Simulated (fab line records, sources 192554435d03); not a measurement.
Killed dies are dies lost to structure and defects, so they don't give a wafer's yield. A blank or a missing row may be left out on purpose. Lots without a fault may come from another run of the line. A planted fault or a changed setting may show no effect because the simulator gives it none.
fab line records | flow n5_finfet
record lots=6 wafers=18 last_day=19
route steps=1938 shown BEOL_M0@721 BEOL_M4@1111 PASSIVATION@1936
lots that met no fault: from a run of the same line without faults
start_h: hours from the record's first day to the start of the lot's first wafer shown | wait_h: hours since the lot's step before | " the same as in the row above | L1.1+2: a row that stands for several wafers | - no value, or no start given | * or withheld: withheld | < > ~ a bound
route shown NAME@n: a module of which the file shows steps, and the number in the route of the first | usual: mean/standard deviation of fault-free wafers | same: alike in all rows | chamber/n: place in a boat | sites: the reading at each site | _std_site: their standard deviation | _edge_site: outer sites' mean less inner sites' | radius_mm: how far each site lies from the wafer's centre | mask NAME#n: copy n | behind: the tool/chamber that last shaped the wafer | hold: why the lot was held/for how many hours/how that ended | device: the transistor (n, p or np) that didn't switch | end of line: the same wafers' tests at the end of the route | a step without rows: its recipe alone | killed: dies lost to structure and defects at the first sort, not the wafer's yield | map: a wafer's dies, x killed, . not, _ none there
set.NAME: the setting as run; set.NAME@STEP: as run at that earlier step | model.NAME: the simulator's own value behind a step, which no gauge read
lots at some steps of the route; a table a step, a row a wafer
services: from which hour (start_h, from the record's first day; less than 0 if before it) a tool's chamber was out of use, for how many hours, and why
## steps
# step N5_BEOL_M0_TRENCH_ETCH_107
# recipe chemistry=C4F6/O2 target_depth_a=328 target=SiOC time_s=16.4 ion_energy_ev=250 pressure_mtorr=30 source_w=355 bias_w=185 Ar_flow_sccm=300 C4F6_flow_sccm=10 O2_flow_sccm=10
# usual drypump_motor_current_A=5.8/0.36 oes_f_703_au=0.79/0.072 oes_product_au=0.79/0.077 rf_vpp_V=667/5.1 showerhead_plenum_p_Torr=2.87/0.14 throttle_valve_pct=20.80/0.18
# same time_s=16.4
# columns lot.wafer tool chamber start_h wait_h drypump_motor_current_A oes_f_703_au oes_product_au rf_hours_counter_h rf_vpp_V showerhead_plenum_p_Torr throttle_valve_pct
L292.4 rie_diel-05 1 122.28 0.0 5.4 0.76 0.77 - 664 2.64 20.99
L292.5 " 0 " " 5.5 0.79 0.77 - 673 2.96 20.61
L292.6 " 3 " " 6.3 0.73 0.71 - 664 2.93 21.02
L306.3 rie_diel-04 3 202.12 0.0 6.0 0.73 0.73 207 672 2.81 20.70
L306.4 " 2 " " 6.1 0.84 0.85 66 664 2.77 21.03
L306.6 " 1 " " 6.1 0.72 0.71 - 658 2.70 20.71
L308.2 rie_diel-02 3 208.87 0.0 5.9 0.73 0.72 198 665 2.92 20.62
L308.3 " 0 " " 5.3 0.83 0.85 48 666 3.01 20.61
L308.6 " 0 " " 5.3 0.83 0.84 - 665 3.00 20.60
L310.2 rie_diel-02 0 220.52 0.0 5.3 0.84 0.84 54 666 3.00 20.61
L310.4 " 2 " " 6.4 0.99 1.00 1 672 2.79 20.62
L310.6 " 1 " " 5.4 0.80 0.80 - 673 3.00 20.87
L314.4 rie_diel-05 1 242.10 0.0 5.4 0.73 0.74 159 665 2.63 21.06
L314.5 " 1 " " 5.4 0.73 0.73 - 665 2.63 21.04
L314.6 " 2 " " 5.8 0.87 0.87 - 674 3.03 20.81
L315.1 rie_diel-04 3 251.87 0.0 6.0 0.72 0.71 226 671 2.80 20.72
L315.3 " 1 " " 6.1 0.70 0.71 240 657 2.69 20.76
L315.5 " 3 " " 6.0 0.71 0.71 - 671 2.80 20.74
# step N5_BEOL_M0_STRIP_142
# recipe chemistry=N2/H2 time_s=10 power_w=450 temp_c=40 pressure_mtorr=20 rf_frequency_hz=6e+07 bias_power_w=7 n2_flow_sccm=200 h2_flow_sccm=200
# step N5_BEOL_M0_OCD_MEAS_108
# usual trench_depth_nm=32.7/0.51
# columns lot.wafer tool chamber start_h wait_h trench_depth_nm
L292.4 ocd-01 - 122.38 0.0 32.3
L292.5 " - " " 32.1
L292.6 " - " " 32.3
L306.3 ocd-02 - 202.23 0.1 33.0
L306.4 " - " " 32.3
L306.6 " - " " 32.6
L308.2 ocd-01 - 208.97 0.1 33.0
L308.3 " - " " 33.8
L308.6 " - " " 34.2
L310.2 ocd-02 - 220.62 0.1 33.8
L310.4 " - " " 33.9
L310.6 " - " " 33.0
L314.4 ocd-02 - 242.21 0.1 32.3
L314.5 " - " " 31.9
L314.6 " - " " 32.7
L315.1 ocd-01 - 251.97 0.1 33.0
L315.3 " - " " 33.1
L315.5 " - " " 33.1
# step N5_BEOL_M0_HM_STRIP_129
# recipe chemistry=peroxide_tin_strip material=TiN target_depth_a=170 temp_c=50 time_s=108
# step N5_BEOL_M0_SRD_130
# recipe time_s=30 temp_c=23 rinse_liquid=diw dry=ipa_marangoni
# step N5_BEOL_M0_ETCH_109
# recipe chemistry=CH3F/O2 target_depth_a=80 overetch_a=24 target=SiCN time_s=27.4 ion_energy_ev=120 pressure_mtorr=30 source_w=395 bias_w=75 Ar_flow_sccm=150 CH3F_flow_sccm=30 O2_flow_sccm=20
# step N5_BEOL_M0_STRIP_139
# recipe chemistry=post_etch_residue_remover time_s=60 temp_c=25 remover_ph=withheld remover_water_wt_pct=withheld remover_fluoride_wt_pct=withheld
# step N5_BEOL_M0_SRD_111
# recipe time_s=30 temp_c=23 rinse_liquid=diw dry=ipa_marangoni
# step N5_BEOL_M0_DEGAS_112
# recipe ambient=vacuum temp_c=250 time_s=60
# step N5_BEOL_M0_PRE_CLEAN_113
# recipe gas=H2/He time_s=30 temp_c=250
# usual heater_power_w=331/34
# same time_s=30
# columns lot.wafer tool chamber start_h wait_h heater_power_w
L292.4 pvd_sputter-03 - 123.29 0.0 325
L292.5 " - " " 330
L292.6 " - " " 346
L306.3 pvd_sputter-03 - 202.71 0.0 352
L306.4 " - " " 304
L306.6 " - " " 352
L308.2 pvd_sputter-02 - 209.98 0.0 296
L308.3 " - " " 326
L308.6 " - " " 394
L310.2 pvd_sputter-02 - 221.53 0.0 398
L310.4 " - " " 294
L310.6 " - " " 296
L314.4 pvd_sputter-03 - 242.72 0.0 332
L314.5 " - " " 300
L314.6 " - " " 299
L315.1 pvd_sputter-01 - 252.41 0.0 354
L315.3 " - " " 316
L315.5 " - " " 316
# step N5_BEOL_M0_ALD_136
# recipe material=TaN target_thk_a=* temp_c=275 ald_precursor_family=PDMAT ald_co_reactant=NH3 pressure_torr=3 carrier_flow_sccm=1500 pulse_time_s=2 purge_time_s=3 co_reactant_purge_time_s=2 co_reactant_pulse_time_s=3 ald_cycles=30 precursor_vessel_temp_c=75 precursor_vessel_pressure_torr=26.25 precursor_vessel_carrier_sccm=1000
# usual heater_power_w=413/43
# same ald_cycles=30
# columns lot.wafer tool chamber start_h wait_h heater_power_w
L292.4 ald_metal-01 3 123.35 0.0 338
L292.5 " 1 " " 392
L292.6 " 2 " " 459
L306.3 ald_metal-03 3 202.85 0.1 424
L306.4 " 0 " " 381
L306.6 " 2 " " 442
L308.2 ald_metal-03 3 210.05 0.1 418
L308.3 " 2 " " 453
L308.6 " 0 " " 384
L310.2 ald_metal-04 0 221.59 0.0 453
L310.4 " 3 " " 438
L310.6 " 2 " " 440
L314.4 ald_metal-03 1 242.88 0.1 404
L314.5 " 2 " " 443
L314.6 " 0 " " 382
L315.1 ald_metal-01 2 252.55 0.1 475
L315.3 " 1 " " 401
L315.5 " 3 " " 337
# step N5_BEOL_M0_SURFACE_TREAT_137
# recipe gas=Ar time_s=* ion_energy_ev=* ion_current_ma_cm2=0.5 pressure_mtorr=* ar_flow_sccm=30
# usual throttle_valve_pct=*
# same time_s=*
# columns lot.wafer tool chamber start_h wait_h throttle_valve_pct
L292.4 pvd_sputter-03 - 123.58 0.1 *
L292.5 " - " " *
L292.6 " - " " *
L306.3 pvd_sputter-01 - 203.11 0.2 *
L306.4 " - " " *
L306.6 " - " " *
L308.2 pvd_sputter-01 - 210.31 0.2 *
L308.3 " - " " *
L308.6 " - " " *
L310.2 pvd_sputter-02 - 222.07 0.4 *
L310.4 " - " " *
L310.6 " - " " *
L314.4 pvd_sputter-02 - 244.75 1.8 *
L314.5 " - " " *
L314.6 " - " " *
L315.1 pvd_sputter-02 - 252.84 0.2 *
L315.3 " - " " *
L315.5 " - " " *
# step N5_BEOL_M0_CVD_115
# recipe material=Co target_thk_a=* temp_c=withheld precursor=CCTBA/H2 pressure_torr=30 time_s=120
# usual chamber_pressure_Torr=30.00/0.065 run_length_s=142.9/0.54 time_s=120/0
# columns lot.wafer tool chamber start_h wait_h chamber_pressure_Torr run_length_s time_s
L292.4 cvd_co-01 2 123.87 0.3 30.04 143.2 120
L292.5 " 0 " " 29.98 143.7 120
L292.6 " 1 " " 30.01 142.1 120
L306.3 cvd_co-01 2 203.17 0.0 - - -
L306.4 " 1 " " - - -
L306.6 " 2 " " - - -
L308.2 cvd_co-02 2 210.44 0.1 - - -
L308.3 " 1 " " - - -
L308.6 " 0 " " - - -
L310.2 cvd_co-02 0 222.13 0.0 29.95 143.0 120
L310.4 " 1 " " 30.09 142.9 120
L310.6 " 0 " " 29.96 143.2 120
L314.4 cvd_co-02 2 244.85 0.1 29.96 143.2 120
L314.5 " 1 " " 30.05 142.1 120
L314.6 " 0 " " 30.00 143.3 120
L315.1 cvd_co-01 1 252.90 0.0 29.91 142.3 120
L315.3 " 2 " " 29.94 142.8 120
L315.5 " 2 " " 29.91 142.7 120
# step N5_BEOL_M0_SPUTTER_116
# recipe material=Cu target_thk_a=40 temp_c=-20 chamber_pressure_pa=0.07 power_w=withheld time_s=7.37
# step N5_BEOL_M0_ANNEAL_117
# recipe temp_c=400 time_s=60 ambient=vacuum
# step N5_BEOL_M0_SPUTTER_132
# recipe material=Cu target_thk_a=40 temp_c=-20 chamber_pressure_pa=0.07 power_w=withheld time_s=7.37
# step N5_BEOL_M0_ANNEAL_133
# recipe temp_c=400 time_s=60 ambient=vacuum
# usual heater_power_w=819/82
# same time_s=60
# columns lot.wafer tool chamber start_h wait_h heater_power_w
L292.4 pvd_sputter-01 - 125.73 0.0 738
L292.5 " - " " 911
L292.6 " - " " 814
L306.3 pvd_sputter-01 - 203.59 0.0 723
L306.4 " - " " 779
L306.6 " - " " 795
L308.2 pvd_sputter-01 - 210.81 0.0 902
L308.3 " - " " 818
L308.6 " - " " 786
L310.2 pvd_sputter-02 - 222.49 0.0 903
L310.4 " - " " 991
L310.6 " - " " 749
L314.4 pvd_sputter-03 - 245.20 0.0 751
L314.5 " - " " 727
L314.6 " - " " 819
L315.1 pvd_sputter-02 - 253.25 0.0 759
L315.3 " - " " 905
L315.5 " - " " 817
# step N5_BEOL_M0_SPUTTER_134
# recipe material=Cu target_thk_a=40 temp_c=-20 chamber_pressure_pa=0.07 power_w=withheld time_s=7.37
# step N5_BEOL_M0_ANNEAL_135
# recipe temp_c=400 time_s=60 ambient=vacuum
# step N5_BEOL_M0_SPUTTER_141
# recipe material=Cu target_thk_a=40 temp_c=-20 chamber_pressure_pa=0.07 power_w=withheld time_s=7.37
# step N5_BEOL_M0_ECD_118
# recipe material=Cu target_thk_a=3000
# step N5_BEOL_M0_ANNEAL_119
# recipe temp_c=225 time_s=90 ambient=N2
# step N5_BEOL_M0_CMP_120
# recipe stop_on=SiOC t_overpolish_s=6.9 down_force_psi=1 platen_rpm=50 clearing_platen_down_force_psi=1.5 clearing_platen_rpm=50 post_cmp_clean=cu_alkaline clearing_platen_pad_velocity_m_s=0.99484 pad_velocity_m_s=0.99484
# usual barrier_field_endpoint_s=3.61/0.094 head_pressure_psi=1.0000/0.0025 motor_current_A=6.0/0.49 retaining_ring_pressure_frac=1.000/0.0052
# columns lot.wafer tool chamber start_h wait_h barrier_field_endpoint_s head_pressure_psi motor_current_A retaining_ring_pressure_frac
L292.4 cmp-03 3 126.50 0.2 3.60 0.9996 5.6 0.992
L292.5 " 0 " " 3.68 0.9982 6.7 0.995
L292.6 " 1 " " 3.66 0.9988 5.7 0.995
L306.3 cmp-01 1 204.33 0.2 1.84 0.9962 6.5 1.004
L306.4 " 2 " " 1.84 0.9966 5.7 0.996
L306.6 " 0 " " 1.82 1.0012 5.7 1.002
L308.3 cmp-01 2 212.26 0.3 1.90 1.0013 5.9 1.003
L308.2 " 3 " " 1.87 1.0006 5.2 0.999
L308.6 " 0 " " 1.82 0.9948 5.8 0.995
L310.4 cmp-02 3 223.20 0.2 3.63 1.0028 6.2 1.000
L310.2 " 0 " " 3.53 0.9963 5.7 1.002
L310.6 " 3 " " 3.78 1.0039 6.0 1.000
L314.4 cmp-02 0 245.85 0.1 3.52 1.0013 5.8 1.010
L314.6 " 0 " " 3.66 1.0032 5.5 1.006
L314.5 " 1 " " 3.73 0.9988 5.7 1.004
L315.1 cmp-03 1 253.98 0.3 3.65 1.0036 6.5 0.995
L315.3 " 2 " " 3.69 1.0000 6.5 1.006
L315.5 " 3 " " 3.77 1.0016 5.8 0.994
# step N5_BEOL_M4_RC_MEAS_101
# usual DIBL_N=35.9/1.3 DIBL_P=35.9/1.5 IOFF_N=0.152/0.023 IOFF_P=0.204/0.027 ION_N=673/9.2 ION_P=462/6.7 SS_N=71.4/0.48 SS_P=73.2/0.55 VT_N=250.3/2.6 VT_P=-250.6/3
# columns lot.wafer tool chamber start_h wait_h DIBL_N[mV/V] DIBL_P[mV/V] IOFF_N[nA/um] IOFF_P[nA/um] ION_N[uA/um] ION_P[uA/um] SS_N[mV/dec] SS_P[mV/dec] VT_N[mV] VT_P[mV]
L292.4 prober-02 0 181.34 0.5 34.9 35.1 0.116 0.169 656 455 70.1 72.4 253.4 -252.1
L292.5 " 0 " " 36.0 36.2 0.135 0.179 673 461 70.7 72.5 250.4 -250.8
L292.6 " 0 " " 35.3 35.1 0.119 0.165 660 456 70.4 72.5 255.4 -254.3
L310.2 prober-02 0 302.38 0.2 35.0 37.0 0.149 0.214 677 462 71.4 72.4 249.3 -249.2
L310.4 " 0 " " 36.0 37.6 0.170 0.232 686 473 71.8 73.5 249.0 -245.5
L310.6 " 0 " " 35.0 36.6 0.145 0.206 670 468 72.1 73.3 251.0 -251.0
L314.4 prober-01 0 332.40 0.5 36.9 34.6 0.139 0.201 657 458 71.7 73.5 253.3 -251.9
L314.5 " 0 " " 36.5 35.2 0.141 0.211 654 458 71.0 73.9 253.8 -252.1
L314.6 " 0 " " 38.6 37.2 0.187 0.241 672 462 71.9 74.0 249.5 -250.9
L315.1 prober-02 0 334.64 0.0 37.9 37.5 0.177 0.282 669 468 72.8 72.9 250.0 -243.7
L315.3 " 0 " " 34.3 32.7 0.112 0.196 658 464 71.4 71.8 255.1 -245.7
L315.5 " 0 " " 36.2 35.5 0.143 0.233 660 462 71.5 72.5 252.8 -244.6
# step N5_PASSIVATION_PROBE_49
# usual defect_limited_yield=91.0/1.5 killed_at_M0_to_M3=37/12 killed_at_M4_up=13/5 killed_at_contacts=13/6.1 killed_at_front_end=39/11 killed_at_other=4/3.2 killed_dies=106/17 killed_on_rim=13/4.2 killed_open=69/12 killed_short=35/7.9 sort_bin_5_function=5.3/1 sort_bin_6_memory=3.3/0.68 sort_n_pass=1074/17 sort_yield_pct=91.0/1.5
# same gross_dies=1180 killed_at_back_side=0 sort_bin_4_leakage[%]=0 sort_bin_8_speed[%]=0
# columns lot.wafer tool chamber start_h wait_h defect_limited_yield[%] killed_at_M0_to_M3 killed_at_M4_up killed_at_contacts killed_at_front_end killed_at_other killed_dies killed_on_rim killed_open killed_short sort_bin_5_function[%] sort_bin_6_memory[%] sort_n_pass sort_yield_pct[%]
L292.4 prober-01 - 291.57 0.2 89.1 26 20 20 56 7 129 15 95 34 6.5 3.8 1051 89.1
L292.5 prober-01 - 291.62 0.2 88.7 35 17 10 65 6 133 22 86 47 7.3 3.6 1047 88.7
L292.6 prober-01 - 291.67 0.3 92.1 22 14 9 47 1 93 14 67 24 4.6 3.1 1087 92.1
L306.3 prober-02 - 384.17 0.1 0 1133 15 9 21 2 1180 152 58 17 89.9 9.8 0 0
L306.4 prober-02 - 384.22 0.2 0 1130 12 9 26 3 1180 152 42 37 91.5 8.2 0 0
L306.6 prober-02 - 384.32 0.3 0 1125 11 13 31 0 1180 152 54 26 90.1 9.6 0 0
L308.2 prober-01 - 395.47 0.1 0 1105 16 7 52 0 1180 152 68 35 89.5 10.3 0 0
L308.3 prober-01 - 395.52 0.1 0 1101 10 12 52 5 1180 152 71 27 89.5 10.3 0 0
L308.6 prober-01 - 395.67 0.3 0 1120 9 23 24 4 1180 152 65 24 89.9 9.7 0 0
L314.4 prober-01 - 440.87 0.2 90.9 27 6 14 52 8 107 14 75 32 5.9 2.9 1073 90.9
L314.5 prober-01 - 440.92 0.2 90.5 31 20 12 45 4 112 9 76 35 5.4 3.8 1068 90.5
L314.6 prober-01 - 440.97 0.3 88.9 33 11 10 66 11 131 22 85 40 6.4 4.5 1049 88.9
L315.1 prober-01 - 449.80 0.0 92.2 33 11 19 25 4 92 12 70 21 4.2 3.3 1088 92.2
L315.3 prober-01 - 449.90 0.1 94.7 20 11 8 20 3 62 6 41 21 2.7 2.1 1118 94.7
L315.5 prober-01 - 450.00 0.2 92.3 34 12 18 25 2 91 11 62 27 5.2 2.4 1089 92.3
# killed by level:class
L292.4 MOL_CONTACT_COAG:geometric_particle:open=18 BEOL_M4:geometric_particle:open=17 STI_FIN_REVEAL:geometric_particle:open=14 DUMMY_GATE:geometric_particle:open=11 FIN_SAQP:geometric_particle:open=8 FIN_SAQP:geometric_particle:short=7 BEOL_M2:geometric_particle:open=7 BEOL_M0_SAQP:geometric_particle:open=6
L292.5 FIN_SAQP:geometric_particle:open=17 FIN_SAQP:geometric_particle:short=11 BEOL_M0_SAQP:geometric_particle:short=10 BEOL_M4:geometric_particle:open=9 STI_FIN_REVEAL:geometric_particle:open=9 DUMMY_GATE:geometric_particle:open=8 BEOL_M0_SAQP:geometric_particle:open=8 MOL_CONTACT_COAG:geometric_particle:open=7
L292.6 STI_FIN_REVEAL:geometric_particle:open=13 FIN_SAQP:geometric_particle:open=11 BEOL_M4:geometric_particle:open=9 MOL_CONTACT_COAG:geometric_particle:open=8 BEOL_M2:geometric_particle:open=7 DUMMY_GATE:geometric_particle:open=5 BEOL_M3:geometric_particle:open=5 FIN_SAQP:geometric_particle:short=4
L306.3 BEOL_M0:area_cvd=842 BEOL_M0:interface_void_opened=263 MOL_CONTACT_COAG:geometric_particle:open=9 BEOL_M0_SAQP:geometric_particle:open=7 BEOL_M3:geometric_particle:open=6 FIN_SAQP:geometric_particle:open=5 BEOL_M0:geometric_particle:open=5 BEOL_M0_SAQP:geometric_particle:short=4
L306.4 BEOL_M0:area_cvd=860 BEOL_M0:interface_void_opened=241 FIN_SAQP:geometric_particle:open=8 FIN_SAQP:geometric_particle:short=8 MOL_CONTACT_COAG:geometric_particle:open=7 BEOL_M0_SAQP:geometric_particle:short=7 BEOL_M3:geometric_particle:open=6 BEOL_M4:geometric_particle:open=5
L306.6 BEOL_M0:area_cvd=850 BEOL_M0:interface_void_opened=250 MOL_CONTACT_COAG:geometric_particle:open=9 GATE_CUT:geometric_particle:short=7 STI_FIN_REVEAL:geometric_particle:open=6 BEOL_M0_SAQP:geometric_particle:short=6 BEOL_M3:geometric_particle:open=5 BEOL_M4:geometric_particle:open=5
L308.2 BEOL_M0:area_cvd=850 BEOL_M0:interface_void_opened=227 FIN_SAQP:geometric_particle:short=15 FIN_SAQP:geometric_particle:open=14 STI_FIN_REVEAL:geometric_particle:open=8 BEOL_M2:geometric_particle:open=8 MOL_CONTACT_COAG:geometric_particle:open=7 BEOL_M0_SAQP:geometric_particle:open=7
L308.3 BEOL_M0:area_cvd=832 BEOL_M0:interface_void_opened=250 STI_FIN_REVEAL:geometric_particle:open=20 MOL_CONTACT_COAG:geometric_particle:open=9 FIN_SAQP:geometric_particle:open=8 BEOL_M2:geometric_particle:open=7 FIN_SAQP:geometric_particle:short=5 GATE_CUT:geometric_particle:short=4
L308.6 BEOL_M0:area_cvd=872 BEOL_M0:interface_void_opened=219 MOL_CONTACT_COAG:geometric_particle:open=15 BEOL_M2:geometric_particle:open=12 MOL_CONTACT_COAG:geometric_particle:short=8 FIN_SAQP:geometric_particle:open=7 STI_FIN_REVEAL:geometric_particle:open=4 DUMMY_GATE:geometric_particle:open=4
L314.4 STI_FIN_REVEAL:geometric_particle:open=15 MOL_CONTACT_COAG:geometric_particle:open=11 FIN_SAQP:geometric_particle:short=10 FIN_SAQP:geometric_particle:open=9 BEOL_M0_SAQP:geometric_particle:open=9 DUMMY_GATE:geometric_particle:open=6 BEOL_M0_SAQP:geometric_particle:short=6 BEOL_M2:geometric_particle:open=4
L314.5 FIN_SAQP:geometric_particle:short=14 BEOL_M4:geometric_particle:open=14 FIN_SAQP:geometric_particle:open=10 MOL_CONTACT_COAG:geometric_particle:open=10 BEOL_M2:geometric_particle:open=10 STI_FIN_REVEAL:geometric_particle:open=7 BEOL_M0_SAQP:geometric_particle:short=6 BEOL_M0_SAQP:geometric_particle:open=5
L314.6 STI_FIN_REVEAL:geometric_particle:open=21 FIN_SAQP:geometric_particle:short=14 MOL_CONTACT_COAG:geometric_particle:open=9 FIN_SAQP:geometric_particle:open=7 DUMMY_GATE:geometric_particle:open=7 BEOL_M0_SAQP:geometric_particle:short=7 BEOL_M2:geometric_particle:open=7 BEOL_M3:geometric_particle:open=7
L315.1 MOL_CONTACT_COAG:geometric_particle:open=18 BEOL_M2:geometric_particle:open=14 BEOL_M0_SAQP:geometric_particle:short=6 DUMMY_GATE:geometric_particle:open=5 FIN_SAQP:geometric_particle:short=4 DUMMY_GATE:geometric_particle:short=4 BEOL_M0_SAQP:geometric_particle:open=4 BEOL_M3:geometric_particle:open=4
L315.3 BEOL_M2:geometric_particle:open=13 GATE_CUT:geometric_particle:short=6 MOL_CONTACT_COAG:geometric_particle:open=5 STI_FIN_REVEAL:geometric_particle:open=4 DUMMY_GATE:geometric_particle:open=3 MOL_CONTACT_COAG:geometric_particle:short=3 BEOL_M0_SAQP:geometric_particle:short=3 BEOL_M4:geometric_particle:open=3
L315.5 MOL_CONTACT_COAG:geometric_particle:open=17 DUMMY_GATE:geometric_particle:open=7 BEOL_M3:geometric_particle:open=7 BEOL_M0:geometric_particle:open=6 BEOL_M2:geometric_particle:open=6 BEOL_M2:geometric_particle:short=5 FIN_SAQP:geometric_particle:open=4 GATE_CUT:geometric_particle:short=4
# map L306.3 (x killed, . not)
_________________xxxxxxxxxxxx________________
______________xxxxxxxxxxxxxxxxxx_____________
___________xxxxxxxxxxxxxxxxxxxxxxxx__________
__________xxxxxxxxxxxxxxxxxxxxxxxxxx_________
________xxxxxxxxxxxxxxxxxxxxxxxxxxxxxx_______
_______xxxxxxxxxxxxxxxxxxxxxxxxxxxxxxxx______
______xxxxxxxxxxxxxxxxxxxxxxxxxxxxxxxxxx_____
_____xxxxxxxxxxxxxxxxxxxxxxxxxxxxxxxxxxxx____
____xxxxxxxxxxxxxxxxxxxxxxxxxxxxxxxxxxxxxx___
___xxxxxxxxxxxxxxxxxxxxxxxxxxxxxxxxxxxxxxxx__
___xxxxxxxxxxxxxxxxxxxxxxxxxxxxxxxxxxxxxxxx__
__xxxxxxxxxxxxxxxxxxxxxxxxxxxxxxxxxxxxxxxxxx_
__xxxxxxxxxxxxxxxxxxxxxxxxxxxxxxxxxxxxxxxxxx_
_xxxxxxxxxxxxxxxxxxxxxxxxxxxxxxxxxxxxxxxxxxxx
_xxxxxxxxxxxxxxxxxxxxxxxxxxxxxxxxxxxxxxxxxxxx
_xxxxxxxxxxxxxxxxxxxxxxxxxxxxxxxxxxxxxxxxxxxx
_xxxxxxxxxxxxxxxxxxxxxxxxxxxxxxxxxxxxxxxxxxxx
_xxxxxxxxxxxxxxxxxxxxxxxxxxxxxxxxxxxxxxxxxxxx
_xxxxxxxxxxxxxxxxxxxxxxxxxxxxxxxxxxxxxxxxxxxx
_xxxxxxxxxxxxxxxxxxxxxxxxxxxxxxxxxxxxxxxxxxxx
_xxxxxxxxxxxxxxxxxxxxxxxxxxxxxxxxxxxxxxxxxxxx
__xxxxxxxxxxxxxxxxxxxxxxxxxxxxxxxxxxxxxxxxxx_
__xxxxxxxxxxxxxxxxxxxxxxxxxxxxxxxxxxxxxxxxxx_
___xxxxxxxxxxxxxxxxxxxxxxxxxxxxxxxxxxxxxxxx__
___xxxxxxxxxxxxxxxxxxxxxxxxxxxxxxxxxxxxxxxx__
____xxxxxxxxxxxxxxxxxxxxxxxxxxxxxxxxxxxxxx___
_____xxxxxxxxxxxxxxxxxxxxxxxxxxxxxxxxxxxx____
______xxxxxxxxxxxxxxxxxxxxxxxxxxxxxxxxxx_____
_______xxxxxxxxxxxxxxxxxxxxxxxxxxxxxxxx______
________xxxxxxxxxxxxxxxxxxxxxxxxxxxxxx_______
__________xxxxxxxxxxxxxxxxxxxxxxxxxx_________
___________xxxxxxxxxxxxxxxxxxxxxxxx__________
______________xxxxxxxxxxxxxxxxxx_____________
_________________xxxxxxxxxxxx________________
# map L308.2 (x killed, . not)
_________________xxxxxxxxxxxx________________
______________xxxxxxxxxxxxxxxxxx_____________
___________xxxxxxxxxxxxxxxxxxxxxxxx__________
__________xxxxxxxxxxxxxxxxxxxxxxxxxx_________
________xxxxxxxxxxxxxxxxxxxxxxxxxxxxxx_______
_______xxxxxxxxxxxxxxxxxxxxxxxxxxxxxxxx______
______xxxxxxxxxxxxxxxxxxxxxxxxxxxxxxxxxx_____
_____xxxxxxxxxxxxxxxxxxxxxxxxxxxxxxxxxxxx____
____xxxxxxxxxxxxxxxxxxxxxxxxxxxxxxxxxxxxxx___
___xxxxxxxxxxxxxxxxxxxxxxxxxxxxxxxxxxxxxxxx__
___xxxxxxxxxxxxxxxxxxxxxxxxxxxxxxxxxxxxxxxx__
__xxxxxxxxxxxxxxxxxxxxxxxxxxxxxxxxxxxxxxxxxx_
__xxxxxxxxxxxxxxxxxxxxxxxxxxxxxxxxxxxxxxxxxx_
_xxxxxxxxxxxxxxxxxxxxxxxxxxxxxxxxxxxxxxxxxxxx
_xxxxxxxxxxxxxxxxxxxxxxxxxxxxxxxxxxxxxxxxxxxx
_xxxxxxxxxxxxxxxxxxxxxxxxxxxxxxxxxxxxxxxxxxxx
_xxxxxxxxxxxxxxxxxxxxxxxxxxxxxxxxxxxxxxxxxxxx
_xxxxxxxxxxxxxxxxxxxxxxxxxxxxxxxxxxxxxxxxxxxx
_xxxxxxxxxxxxxxxxxxxxxxxxxxxxxxxxxxxxxxxxxxxx
_xxxxxxxxxxxxxxxxxxxxxxxxxxxxxxxxxxxxxxxxxxxx
_xxxxxxxxxxxxxxxxxxxxxxxxxxxxxxxxxxxxxxxxxxxx
__xxxxxxxxxxxxxxxxxxxxxxxxxxxxxxxxxxxxxxxxxx_
__xxxxxxxxxxxxxxxxxxxxxxxxxxxxxxxxxxxxxxxxxx_
___xxxxxxxxxxxxxxxxxxxxxxxxxxxxxxxxxxxxxxxx__
___xxxxxxxxxxxxxxxxxxxxxxxxxxxxxxxxxxxxxxxx__
____xxxxxxxxxxxxxxxxxxxxxxxxxxxxxxxxxxxxxx___
_____xxxxxxxxxxxxxxxxxxxxxxxxxxxxxxxxxxxx____
______xxxxxxxxxxxxxxxxxxxxxxxxxxxxxxxxxx_____
_______xxxxxxxxxxxxxxxxxxxxxxxxxxxxxxxx______
________xxxxxxxxxxxxxxxxxxxxxxxxxxxxxx_______
__________xxxxxxxxxxxxxxxxxxxxxxxxxx_________
___________xxxxxxxxxxxxxxxxxxxxxxxx__________
______________xxxxxxxxxxxxxxxxxx_____________
_________________xxxxxxxxxxxx________________
## services
# columns tool chamber start_h hours kind
cmp-02 - 99.98 5.3 repair
ald_metal-01 - 100.38 0.9 repair
rie_diel-02 2 113.74 6.6 repair
cvd_co-02 2 117.14 14.5 repair
cmp-01 - 122.00 5.7 pm
cvd_co-01 0 131.32 4.0 repair
ald_metal-01 - 131.81 8.7 pm
cvd_co-02 - 131.90 0.2 repair
cmp-02 - 139.93 1.2 repair
cmp-02 - 149.79 7.9 repair
cmp-03 - 156.16 4.0 pm
ald_metal-03 - 163.31 12.9 repair
cmp-02 - 182.65 1.8 repair
pvd_sputter-03 - 186.76 4.3 repair
cvd_co-02 - 191.85 0.4 repair
cmp-01 - 195.17 1.2 repair
cmp-02 - 197.24 7.9 pm
cmp-03 - 209.79 0.4 repair
cvd_co-01 - 214.39 6.0 pm
ald_metal-01 - 221.14 25.1 repair
cvd_co-01 - 221.28 1.4 repair
rie_diel-05 3 226.36 1.8 repair
ald_metal-03 3 242.68 10.8 repair
ald_metal-03 0 245.07 17.8 repair
## key
first_sign step=N5_BEOL_M0_CVD_115 reading=tool_record direction=missing
effect step=N5_BEOL_M0_CMP_120 reading=barrier_field_endpoint_s direction=down sigmas=19 usual=3.61 struck=1.85
effect step=N5_PASSIVATION_PROBE_49 reading=killed_at_M0_to_M3 direction=up sigmas=91 usual=37 struck=1119
more_kills_born_at N5_BEOL_M0_CVD_115@cvd_co-02=2554 N5_BEOL_M0_CVD_115@cvd_co-01=2546
met_at N5_BEOL_M0_CVD_115
struck_wafers L306.3,L306.4,L306.6,L308.2,L308.3,L308.6
later_rows_left_out L306.3,L306.4,L306.6,L308.2,L308.3,L308.6
onset_between 123.87 203.17
fault kind=skipped_step_whole tool=cvd_co-01,cvd_co-02 chamber=- onset_h=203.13 steps=N5_BEOL_M0_CVD_115 scope=struck_lots_only
# later_rows_left_out: the simulator's readings of these wafers behind a module that went badly wrong aren't trusted and aren't shown, but for the sort
